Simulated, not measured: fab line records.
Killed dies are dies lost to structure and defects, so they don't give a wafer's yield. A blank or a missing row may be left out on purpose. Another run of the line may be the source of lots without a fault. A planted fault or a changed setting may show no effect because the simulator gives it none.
fab line records -- flow n5_finfet
[record] lots = 7, wafers = 21
route steps=1938 shown GATE_CUT@490 MOL_CONTACT_COAG@563 BEOL_M0_SAQP@636
start_h: hours from the record's opening day to when the first of the lot's shown wafers began -- wait_h: hours since the lot's step before -- " as in the row above -- L1.1+2: a row that stands for several wafers -- - no value, or no start was given -- * or withheld: withheld -- < > ~ a bound
route shown NAME@n: NAME is a module with steps in the file, n the number in the route of the first one -- usual: average and standard deviation across the fault-free wafers -- same: alike in all rows -- chamber/n: place in a boat -- sites: per-site readings -- _std_site: the values' standard deviation -- _edge_site: mean of outer sites minus mean of inner sites -- radius_mm: for every site, how far away it sits from the centre of the wafer -- mask NAME#n: copy n -- behind: the last tool/chamber to shape the wafer -- hold: the reason the lot was held/the length of the hold in hours/how it ended -- device: the n, p or np transistor that did not switch -- end of line: tests of these same wafers at the route's end -- where a step has no rows: the recipe by itself -- killed: dies lost to structure and defects at the first sort, not the wafer's yield -- map: the dies of a wafer, with x for killed, . for not killed, _ for no die there
set.NAME: the setting as run; set.NAME@STEP: as run at that earlier step -- model.NAME: the simulator's own value behind a step, which no gauge read
lots where settings were altered on purpose, with a table for each step and a row for each wafer
[[steps]]
[step N5_GATE_CUT_DESCUM_18]
[recipe] chemistry = O2, time_s = 7, source_power_w = 50, bias_power_w = 20, pressure_mtorr = 20, rf_frequency_hz = 2.712e+07, temp_c = 40, resist = CAR-EUV, o2_flow_sccm = 225
lot.wafer,tool,chamber,start_h,wait_h,set.time_s,model.CAR-EUV_of_GATE_CUT_COAT_07.thk_nm
L079.1,rie_diel-03,1,113.09,0.0,8.556,25.2
L079.2+5,rie_diel-03,"3,2",113.09,0.0,8.556,25.4
L088.2+4,rie_diel-04,2,175.23,0.2,7.769,25.8
L088.6,rie_diel-04,1,175.23,0.2,7,26
L090.1,rie_diel-03,1,182.07,0.0,7,26.2
L090.3+5,rie_diel-03,0,182.07,0.0,8.118,25.6
L092.1,rie_diel-04,1,193.77,0.1,7,26
L092.2+3,rie_diel-04,"2,3",193.77,0.1,7,26.2
L094.1+6,rie_diel-04,"1,0",204.85,0.2,7,26
L094.4,rie_diel-04,3,204.85,0.2,7,26.2
L095.1+2,rie_diel-03,"1,3",217.26,0.0,7,26
L095.6,rie_diel-03,0,217.26,0.0,7,26.2
L096.1,rie_diel-04,1,218.76,0.0,8.484,25.4
L096.3+6,rie_diel-04,"0,3",218.76,0.0,7,26.2
[step N5_GATE_CUT_ETCH_28]
[recipe] chemistry = N2/H2, target = underlayer, target_depth_a = 130, mask_material = CAR-EUV, time_s = 10.4, ion_energy_ev = 200, pressure_mtorr = 30, source_w = 840, bias_w = 150, n2_flow_sccm = 200, h2_flow_sccm = 200, ends = cleared
lot.wafer,tool,chamber,start_h,wait_h,set.time_s@GATE_CUT_DESCUM_18,model.CAR-EUV_of_GATE_CUT_COAT_07.thk_nm
L079.1,rie_diel-03,1,113.13,0.0,8.556,13.8
L079.2+5,rie_diel-03,"3,2",113.13,0.0,8.556,14
L088.2+4,rie_diel-04,2,175.26,0.0,7.769,14.4
L088.6,rie_diel-04,1,175.26,0.0,7,14.6
L090.1,rie_diel-03,1,182.10,0.0,7,14.8
L090.3,rie_diel-03,0,182.10,0.0,8.118,14
L090.5,rie_diel-03,0,182.10,0.0,8.118,14.2
L092.1+3,rie_diel-04,"1,3",193.81,0.0,7,14.8
L092.2,rie_diel-04,2,193.81,0.0,7,15
L094.1+6,rie_diel-04,"1,0",204.88,0.0,7,14.6
L094.4,rie_diel-04,3,204.88,0.0,7,14.8
L095.1+2+6,rie_diel-03,"1,3,0",217.30,0.0,7,14.6
L096.1,rie_diel-04,1,218.80,0.0,8.484,14
L096.3+6,rie_diel-04,"0,3",218.80,0.0,7,14.8
[step N5_GATE_CUT_ETCH_36]
[recipe] chemistry = CF4, target = SiARC, target_depth_a = 130, mask_material = CAR-EUV, time_s = 21.7, ion_energy_ev = 80, pressure_mtorr = 40, source_w = 545, bias_w = 36, Ar_flow_sccm = 100, cf4_flow_sccm = 100, ends = cleared
lot.wafer,tool,chamber,start_h,wait_h,set.time_s@GATE_CUT_DESCUM_18,model.CAR-EUV_of_GATE_CUT_COAT_07.thk_nm
L079.1+2+5,rie_diel-03,"1,3,2",113.15,0.0,8.556,6.2
L088.2+4,rie_diel-04,2,175.28,0.0,7.769,6.8
L088.6,rie_diel-04,1,175.28,0.0,7,7
L090.1,rie_diel-03,1,182.12,0.0,7,7
L090.3,rie_diel-03,0,182.12,0.0,8.118,6.4
L090.5,rie_diel-03,0,182.12,0.0,8.118,6.6
L092.1,rie_diel-04,1,193.83,0.0,7,7
L092.2+3,rie_diel-04,"2,3",193.83,0.0,7,7.2
L094.1+6,rie_diel-04,"1,0",204.90,0.0,7,6.8
L094.4,rie_diel-04,3,204.90,0.0,7,7
L095.1+2+6,rie_diel-03,"1,3,0",217.32,0.0,7,7
L096.1,rie_diel-04,1,218.82,0.0,8.484,6.4
L096.3+6,rie_diel-04,"0,3",218.82,0.0,7,7.2
[step N5_GATE_CUT_ETCH_37]
[recipe] chemistry = N2/H2, target = SOC, target_depth_a = 600, overetch_a = 120, mask_material = SiARC, temp_c = 40, time_s = 90, ion_energy_ev = 200, pressure_mtorr = 30, source_w = 840, bias_w = 150, n2_flow_sccm = 200, h2_flow_sccm = 200
lot.wafer,tool,chamber,start_h,wait_h,set.spin_rpm@GATE_CUT_COAT_34,model.etch.depth_nm
L079.1,rie_diel-03,1,113.17,0.0,1500,59.96
L079.2,rie_diel-03,3,113.17,0.0,1500,59.79
L079.5,rie_diel-03,2,113.17,0.0,1500,59.75
L088.2,rie_diel-04,2,175.31,0.0,1349,63.2
L088.4,rie_diel-04,2,175.31,0.0,1349,63.45
L088.6,rie_diel-04,1,175.31,0.0,1500,60.07
L090.1,rie_diel-03,1,182.15,0.0,1500,59.93
L090.3,rie_diel-03,0,182.15,0.0,1500,60.02
L090.5,rie_diel-03,0,182.15,0.0,1551,58.79
L092.1+3,rie_diel-04,"1,3",193.85,0.0,1390,62.02
L092.2,rie_diel-04,2,193.85,0.0,1500,59.82
L094.1,rie_diel-04,1,204.93,0.0,1500,59.77
L094.4,rie_diel-04,3,204.93,0.0,1344,62.9
L094.6,rie_diel-04,0,204.93,0.0,1344,63.05
L095.1,rie_diel-03,1,217.34,0.0,1500,59.77
L095.2,rie_diel-03,3,217.34,0.0,1500,59.71
L095.6,rie_diel-03,0,217.34,0.0,1500,59.59
L096.1,rie_diel-04,1,218.84,0.0,1457,60.56
L096.3,rie_diel-04,0,218.84,0.0,1500,59.8
L096.6,rie_diel-04,3,218.84,0.0,1500,59.79
[step N5_GATE_CUT_STRIP_38]
[recipe] chemistry = N2/H2, temp_c = 40, n2_flow_sccm = 200, h2_flow_sccm = 200, rf_frequency_hz = 6e+07
[step N5_GATE_CUT_STRIP_39]
[recipe] chemistry = N2/H2, temp_c = 40, n2_flow_sccm = 200, h2_flow_sccm = 200, rf_frequency_hz = 6e+07
[step N5_GATE_CUT_HM_OPEN_40]
[recipe] chemistry = C4F6/O2, target = SiO2, mask_material = SiARC, target_depth_a = 1390, time_s = 85.1, ion_energy_ev = 250, pressure_mtorr = 30, source_w = 345, bias_w = 185, Ar_flow_sccm = 300, C4F6_flow_sccm = 10, O2_flow_sccm = 10, ends = cleared
lot.wafer,tool,chamber,start_h,wait_h,set.spin_rpm@GATE_CUT_COAT_34,model.SOC_of_GATE_CUT_COAT_34.thk_nm
L079.1,rie_diel-03,1,113.26,0.0,1500,33.4
L079.2,rie_diel-03,3,113.26,0.0,1500,32.6
L079.5,rie_diel-03,2,113.26,0.0,1500,32
L088.2,rie_diel-04,2,175.39,0.0,1349,36.2
L088.4,rie_diel-04,2,175.39,0.0,1349,35.4
L088.6,rie_diel-04,1,175.39,0.0,1500,33.2
L090.1,rie_diel-03,1,182.23,0.0,1500,32.8
L090.3,rie_diel-03,0,182.23,0.0,1500,32.4
L090.5,rie_diel-03,0,182.23,0.0,1551,31
L092.1,rie_diel-04,1,193.94,0.0,1390,34.6
L092.2,rie_diel-04,2,193.94,0.0,1500,32
L092.3,rie_diel-04,3,193.94,0.0,1390,34.8
L094.1,rie_diel-04,1,205.01,0.0,1500,32.6
L094.4+6,rie_diel-04,"3,0",205.01,0.0,1344,35.2
L095.1,rie_diel-03,1,217.43,0.0,1500,33.2
L095.2,rie_diel-03,3,217.43,0.0,1500,33
L095.6,rie_diel-03,0,217.43,0.0,1500,32
L096.1,rie_diel-04,1,218.93,0.0,1457,33.2
L096.3,rie_diel-04,0,218.93,0.0,1500,32.4
L096.6,rie_diel-04,3,218.93,0.0,1500,32.2
[step N5_MOL_CONTACT_COAG_PECVD_31]
[recipe] material = SiO2, target_thk_a = 460, temp_c = 400, precursor = TEOS/O2, pressure_torr = 6.5, rf_w = withheld, teos_flow_sccm = withheld, gas = O2, flow_sccm = 2650, time_s = 8.9
lot.wafer,tool,chamber,start_h,wait_h,set.time_s,model.SiO2_of_MOL_CONTACT_COAG_PECVD_31.thk_nm
L079.1,pecvd-03,0,126.01,0.3,10.23,52.2
L079.2,pecvd-03,2,126.01,0.3,8.9,46.2
L079.5,pecvd-03,0,126.01,0.3,10.23,53.4
L088.2,pecvd-02,2,192.03,0.3,7.879,39.6
L088.4,pecvd-02,2,192.03,0.3,7.879,40.8
L088.6,pecvd-02,0,192.03,0.3,7.879,41.6
L090.1,pecvd-03,1,194.90,0.3,8.9,46.4
L090.3,pecvd-03,0,194.90,0.3,8.9,46.8
L090.5,pecvd-03,0,194.90,0.3,8.392,44.4
L092.1,pecvd-01,0,212.02,0.3,8.9,46.2
L092.2,pecvd-01,1,212.02,0.3,8.9,46
L092.3,pecvd-01,1,212.02,0.3,8.392,44
L094.1,pecvd-03,0,219.19,0.3,8.9,46.4
L094.4,pecvd-03,1,219.19,0.3,8.9,46.2
L094.6,pecvd-03,2,219.19,0.3,8.9,46
L095.1+2,pecvd-01,"1,0",229.02,0.3,8.9,45.4
L095.6,pecvd-01,0,229.02,0.3,8.9,46
L096.1,pecvd-02,0,231.29,0.3,9.865,50.8
L096.3,pecvd-02,2,231.29,0.3,9.865,49.2
L096.6,pecvd-02,2,231.29,0.3,8.9,45.6
[step N5_MOL_CONTACT_COAG_COAT_75]
[recipe] resist = SOC, temp_c = 250, time_s = 60, spin_rpm = 1500, resist_thk_nm = 60
[step N5_MOL_CONTACT_COAG_COAT_76]
[recipe] resist = SiARC, temp_c = 220, time_s = 60, spin_rpm = 1500, resist_thk_nm = 10
[step N5_MOL_CONTACT_COAG_ETCHBACK_135]
[recipe] chemistry = CHF3, target = SiO2, target_depth_a = 250, time_s = 16.7, ion_energy_ev = 200, pressure_mtorr = 30, source_w = 610, bias_w = 170, Ar_flow_sccm = 200, CHF3_flow_sccm = 50
[step N5_MOL_CONTACT_COAG_STRIP_118]
[recipe] chemistry = CHF3, resist = SiARC, rf_frequency_hz = 6e+07
[step N5_MOL_CONTACT_COAG_VIA_ETCH_46]
[recipe] chemistry = C4F6/O2, target_depth_a = 460, overetch_a = 92, mask_material = SOC, target = SiO2, bias_w = 455, pressure_mtorr = 10, time_s = 40, source_w = 325, Ar_flow_sccm = 300, C4F6_flow_sccm = 10, O2_flow_sccm = 10, ion_energy_ev = 575.3, ends = end_point
lot.wafer,tool,chamber,start_h,wait_h,set.time_s@MOL_CONTACT_COAG_PECVD_31,model.etch.depth_nm
L079.1,rie_diel-06,1,127.02,0.0,10.23,52.25
L079.2,rie_diel-06,0,127.02,0.0,8.9,46.1
L079.5,rie_diel-06,2,127.02,0.0,10.23,52.78
L088.2,rie_diel-05,2,193.48,0.0,7.879,39.62
L088.4,rie_diel-05,1,193.48,0.0,7.879,40.85
L088.6,rie_diel-05,1,193.48,0.0,7.879,41.51
L090.1,rie_diel-06,1,195.83,0.0,8.9,46.3
L090.3,rie_diel-06,0,195.83,0.0,8.9,46.88
L090.5,rie_diel-06,0,195.83,0.0,8.392,44.49
L092.1,rie_diel-05,3,213.21,0.0,8.9,46.14
L092.2,rie_diel-05,2,213.21,0.0,8.9,45.97
L092.3,rie_diel-05,1,213.21,0.0,8.392,43.99
L094.1,rie_diel-02,1,220.30,0.0,8.9,46.35
L094.4,rie_diel-02,0,220.30,0.0,8.9,46.21
L094.6,rie_diel-02,1,220.30,0.0,8.9,45.97
L095.1,rie_diel-05,2,230.00,0.0,8.9,45.49
L095.2,rie_diel-05,0,230.00,0.0,8.9,45.32
L095.6,rie_diel-05,0,230.00,0.0,8.9,46.05
L096.1,rie_diel-05,0,232.34,0.0,9.865,50.78
L096.3,rie_diel-05,1,232.34,0.0,9.865,49.24
L096.6,rie_diel-05,1,232.34,0.0,8.9,45.65
[step N5_BEOL_M0_SAQP_PECVD_96]
[recipe] material = a-Si, target_thk_a = 450, temp_c = 350, precursor = SiH4/He, pressure_torr = 3, rf_w = 100, time_s = 45.2
lot.wafer,tool,chamber,start_h,wait_h,set.time_s,model.a-Si_of_BEOL_M0_SAQP_PECVD_96.thk_nm
L079.1,pecvd-02,0,136.44,0.0,45.2,44.4
L079.2,pecvd-02,2,136.44,0.0,45.2,43.8
L079.5,pecvd-02,0,136.44,0.0,45.2,45.2
L088.2,pecvd-03,0,204.32,0.0,48.96,48
L088.4,pecvd-03,0,204.32,0.0,45.2,45
L088.6,pecvd-03,2,204.32,0.0,48.96,48.4
L090.1,pecvd-04,1,204.99,0.0,45.2,44
L090.3,pecvd-04,2,204.99,0.0,45.2,44.2
L090.5,pecvd-04,0,204.99,0.0,42.79,42.8
L092.1,pecvd-03,2,219.99,0.0,41.63,41
L092.2,pecvd-03,0,219.99,0.0,45.2,44.8
L092.3,pecvd-03,1,219.99,0.0,45.2,44.4
L094.1,pecvd-04,2,228.04,0.0,45.2,44.8
L094.4,pecvd-04,1,228.04,0.0,45.2,45
L094.6,pecvd-04,0,228.04,0.0,39.23,39
L095.1,pecvd-02,2,237.68,0.0,45.2,43.4
L095.2,pecvd-02,0,237.68,0.0,45.2,44.6
L095.6,pecvd-02,2,237.68,0.0,45.2,44.2
L096.1,pecvd-03,1,239.14,0.0,40.56,40
L096.3,pecvd-03,0,239.14,0.0,40.56,40.6
L096.6,pecvd-03,0,239.14,0.0,45.2,46
[step N5_BEOL_M0_SAQP_COAT_08]
[recipe] resist = CAR-ArF, spin_rpm = 1500, resist_thk_nm = 90
lot.wafer,tool,chamber,start_h,wait_h,set.spin_rpm,model.CAR-ArF_of_BEOL_M0_SAQP_COAT_08.thk_nm
L079.1,litho_track-04,0,-,-,1637,86
L079.2+5,litho_track-04,0,-,-,1500,90.2
L088.2+6,litho_track-01,0,-,-,1500,90.2
L088.4,litho_track-01,0,-,-,1500,90.4
L090.1+3,litho_track-01,0,-,-,1500,89.8
L090.5,litho_track-01,0,-,-,1500,90
L092.1+2+3,litho_track-02,0,-,-,1500,90
L094.1,litho_track-01,0,-,-,1500,90
L094.4,litho_track-01,0,-,-,1500,90.2
L094.6,litho_track-01,0,-,-,1667,85.6
L095.1+6,litho_track-04,0,-,-,1500,89.8
L095.2,litho_track-04,0,-,-,1500,90
L096.1,litho_track-02,0,-,-,1577,88
L096.3+6,litho_track-02,0,-,-,1500,90
[step N5_BEOL_M0_SAQP_EBR_10]
[recipe] solvent = PGMEA, ebr_width_mm = 1.5
[step N5_BEOL_M0_SAQP_SOFTBAKE_09]
[recipe] temp_c = 110, time_s = 60, resist = CAR-ArF
[step N5_BEOL_M0_SAQP_EXPOSE_11]
[recipe] mask_id = M0_CORE, na = 1.35, source_shape = dipole, sigma_inner = 0.538, sigma_outer = 0.738, polarization = te, target_cd_nm = 42, dose_mj = 55
[step N5_BEOL_M0_SAQP_PEB_12]
[recipe] peb_temp_c = withheld, peb_time_s = 60, resist = CAR-ArF
[step N5_BEOL_M0_SAQP_DEVELOP_13]
[recipe] develop_time_s = 30, developer = TMAH, resist = CAR-ArF, dev_temp_c = 23, rinse_liquid = diw, dry = air_spin
lot.wafer,tool,chamber,start_h,wait_h,set.spin_rpm@BEOL_M0_SAQP_COAT_08,model.CAR-ArF_of_BEOL_M0_SAQP_COAT_08.thk_nm
L079.1,litho_track-04,0,-,-,1637,84.4
L079.2+5,litho_track-04,0,-,-,1500,88.6
L088.2+4+6,litho_track-02,0,-,-,1500,88.6
L090.1+3+5,litho_track-02,0,-,-,1500,88.2
L092.1+3,litho_track-04,0,-,-,1500,88.4
L092.2,litho_track-04,0,-,-,1500,88.2
L094.1,litho_track-02,0,-,-,1500,88.4
L094.4,litho_track-02,0,-,-,1500,88.6
L094.6,litho_track-02,0,-,-,1667,83.8
L095.1,litho_track-04,0,-,-,1500,88
L095.2+6,litho_track-04,0,-,-,1500,88.2
L096.1,litho_track-01,0,-,-,1577,86.4
L096.3,litho_track-01,0,-,-,1500,88.4
L096.6,litho_track-01,0,-,-,1500,88.2
[step N5_BEOL_M0_SAQP_ETCH_101]
[recipe] chemistry = CH3F/O2, target = SiNx, mask_material = SiO2, target_depth_a = 299, time_s = 42.7, pressure_mtorr = 30, source_w = 395, bias_w = 73, Ar_flow_sccm = 150, CH3F_flow_sccm = 30, O2_flow_sccm = 20, ion_energy_ev = 120
[step N5_BEOL_M0_SAQP_ETCH_102]
[recipe] chemistry = CF4, target = SiO2, target_depth_a = 40, ion_energy_ev = 350, time_s = 4.4, pressure_mtorr = 10, icp_w = 800, bias_w = 400, cf4_flow_sccm = 80
[step N5_BEOL_M0_SAQP_MANDREL_ETCH_103]
[recipe] chemistry = HBr/Cl2, target = a-Si, target_depth_a = 450, bt_time_s = 10, stop_on = SiCN, mask_material = SiO2, over_etch_frac = 0.8, time_s = 27, pressure_mtorr = 10, icp_w = 800, bias_w = 75, HBr_flow_sccm = 150, Cl2_flow_sccm = 80, ends = end_point
lot.wafer,tool,chamber,start_h,wait_h,set.time_s@BEOL_M0_SAQP_PECVD_96,model.etch.depth_nm
L079.1,rie_si-06,1,139.01,0.0,45.2,44.38
L079.2,rie_si-06,0,139.01,0.0,45.2,43.85
L079.5,rie_si-06,3,139.01,0.0,45.2,45.28
L088.2,rie_si-05,3,207.60,0.0,48.96,48.05
L088.4,rie_si-05,1,207.60,0.0,45.2,45.09
L088.6,rie_si-05,2,207.60,0.0,48.96,48.31
L090.1,rie_si-05,2,208.87,0.0,45.2,43.95
L090.3,rie_si-05,1,208.87,0.0,45.2,44.24
L090.5,rie_si-05,1,208.87,0.0,42.79,42.71
L092.1,rie_si-05,3,222.67,0.0,41.63,41
L092.2,rie_si-05,0,222.67,0.0,45.2,44.74
L092.3,rie_si-05,1,222.67,0.0,45.2,44.48
L094.1,rie_si-02,1,231.12,0.0,45.2,44.89
L094.4,rie_si-02,0,231.12,0.0,45.2,44.96
L094.6,rie_si-02,3,231.12,0.0,39.23,39.02
L095.1,rie_si-02,2,240.43,0.0,45.2,43.45
L095.2,rie_si-02,1,240.43,0.0,45.2,44.58
L095.6,rie_si-02,2,240.43,0.0,45.2,44.2
L096.1,rie_si-06,2,241.68,0.0,40.56,39.96
L096.3,rie_si-06,3,241.68,0.0,40.56,40.54
L096.6,rie_si-06,3,241.68,0.0,45.2,46.08
[step N5_BEOL_M0_SAQP_RECESS_104]
[recipe] chemistry = HF/NH3, target = SiO2, target_depth_a = 180, afs_cycles = 3, temp_c = 30, sublimation_temp_c = 180, sublimation_time_s = 60
[step N5_BEOL_M0_SAQP_COAT_105]
[recipe] resist = SOC, temp_c = 250, time_s = 60, spin_rpm = 1500, resist_thk_nm = 100
[step N5_BEOL_M0_SAQP_ETCH_106]
[recipe] chemistry = N2/H2, target = SOC, target_depth_a = 1500, stop_on = SiNx, ion_energy_ev = 100, bias_w = 61, pressure_mtorr = 30, source_w = 850, n2_flow_sccm = 200, h2_flow_sccm = 200
[step N5_BEOL_M0_SAQP_ETCH_107]
[recipe] chemistry = CH3F/O2, target = SiNx, target_depth_a = 300, mask_material = SOC, pressure_mtorr = 30, source_w = 395, bias_w = 73, Ar_flow_sccm = 150, CH3F_flow_sccm = 30, O2_flow_sccm = 20, ion_energy_ev = 120
lot.wafer,tool,chamber,start_h,wait_h,set.time_s@BEOL_M0_SAQP_PECVD_96,model.a-Si_of_BEOL_M0_SAQP_PECVD_96.thk_nm
L079.1,rie_diel-01,3,139.60,0.0,45.2,43.8
L079.2,rie_diel-01,2,139.60,0.0,45.2,43.2
L079.5,rie_diel-01,3,139.60,0.0,45.2,44.8
L088.2,rie_diel-03,3,208.22,0.0,48.96,47.4
L088.4,rie_diel-03,0,208.22,0.0,45.2,44.6
L088.6,rie_diel-03,0,208.22,0.0,48.96,47.8
L090.1,rie_diel-03,1,210.37,0.0,45.2,43.4
L090.3,rie_diel-03,0,210.37,0.0,45.2,43.6
L090.5,rie_diel-03,3,210.37,0.0,42.79,42.2
L092.1,rie_diel-04,2,223.37,0.0,41.63,40.4
L092.2,rie_diel-04,0,223.37,0.0,45.2,44.2
L092.3,rie_diel-04,1,223.37,0.0,45.2,43.8
L094.1+4,rie_diel-04,"0,3",232.09,0.0,45.2,44.4
L094.6,rie_diel-04,0,232.09,0.0,39.23,38.4
L095.1,rie_diel-04,1,241.24,0.0,45.2,42.8
L095.2,rie_diel-04,0,241.24,0.0,45.2,44
L095.6,rie_diel-04,0,241.24,0.0,45.2,43.6
L096.1,rie_diel-01,0,242.32,0.0,40.56,39.4
L096.3,rie_diel-01,3,242.32,0.0,40.56,40
L096.6,rie_diel-01,3,242.32,0.0,45.2,45.6
[step N5_BEOL_M0_SAQP_COAT_34]
[recipe] resist = CAR-EUV, spin_rpm = 1500, resist_thk_nm = 30
lot.wafer,tool,chamber,start_h,wait_h,set.spin_rpm,model.CAR-EUV_of_BEOL_M0_SAQP_COAT_34.thk_nm
L079.1+5,litho_track-02,0,-,-,1500,30
L079.2,litho_track-02,0,-,-,1624,28.8
L088.2,litho_track-01,0,-,-,1500,30
L088.4,litho_track-01,0,-,-,1418,31
L088.6,litho_track-01,0,-,-,1500,30.2
L090.1+3,litho_track-01,0,-,-,1500,30.2
L090.5,litho_track-01,0,-,-,1500,30
L092.1+2+3,litho_track-02,0,-,-,1500,30.2
L094.1,litho_track-02,0,-,-,1500,29.8
L094.4+6,litho_track-02,0,-,-,1606,29
L095.1+2,litho_track-01,0,-,-,1500,30
L095.6,litho_track-01,0,-,-,1500,30.2
L096.1+3+6,litho_track-02,0,-,-,1500,30
[[key]]
[split] step = N5_GATE_CUT_DESCUM_18, setting = time_s, stated = 7, by = wafer
[response] step = N5_GATE_CUT_DESCUM_18, reading = model.CAR-EUV_of_GATE_CUT_COAT_07.thk_nm, change = -0.0348, per = 1%, r = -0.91
[response] step = N5_GATE_CUT_ETCH_28, reading = model.CAR-EUV_of_GATE_CUT_COAT_07.thk_nm, change = -0.0368, per = 1%, r = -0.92
[response] step = N5_GATE_CUT_ETCH_36, reading = model.CAR-EUV_of_GATE_CUT_COAT_07.thk_nm, change = -0.0329, per = 1%, r = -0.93
[split] step = N5_MOL_CONTACT_COAG_PECVD_31, setting = time_s, stated = 8.9, by = wafer
[response] step = N5_MOL_CONTACT_COAG_PECVD_31, reading = model.SiO2_of_MOL_CONTACT_COAG_PECVD_31.thk_nm, change = +0.421, per = 1%, r = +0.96
[response] step = N5_MOL_CONTACT_COAG_VIA_ETCH_46, reading = model.etch.depth_nm, change = +0.411, per = 1%, r = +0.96
[split] step = N5_BEOL_M0_SAQP_PECVD_96, setting = time_s, stated = 45.2, by = wafer
[response] step = N5_BEOL_M0_SAQP_PECVD_96, reading = model.a-Si_of_BEOL_M0_SAQP_PECVD_96.thk_nm, change = +0.451, per = 1%, r = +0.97
[response] step = N5_BEOL_M0_SAQP_MANDREL_ETCH_103, reading = model.etch.depth_nm, change = +0.453, per = 1%, r = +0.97
[response] step = N5_BEOL_M0_SAQP_ETCH_107, reading = model.a-Si_of_BEOL_M0_SAQP_PECVD_96.thk_nm, change = +0.455, per = 1%, r = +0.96
[split] step = N5_BEOL_M0_SAQP_COAT_08, setting = spin_rpm, stated = 1500, by = wafer
[response] step = N5_BEOL_M0_SAQP_COAT_08, reading = model.CAR-ArF_of_BEOL_M0_SAQP_COAT_08.thk_nm, change = -0.422, per = 1%, r = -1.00
[response] step = N5_BEOL_M0_SAQP_DEVELOP_13, reading = model.CAR-ArF_of_BEOL_M0_SAQP_COAT_08.thk_nm, change = -0.43, per = 1%, r = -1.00
[split] step = N5_BEOL_M0_SAQP_COAT_34, setting = spin_rpm, stated = 1500, by = wafer
[response] step = N5_BEOL_M0_SAQP_COAT_34, reading = model.CAR-EUV_of_BEOL_M0_SAQP_COAT_34.thk_nm, change = -0.138, per = 1%, r = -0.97
split outside_this_file step=N5_GATE_CUT_COAT_34 setting=spin_rpm
// split outside_this_file: this setting was split too, and the file shows its column; the key of that split is in another file
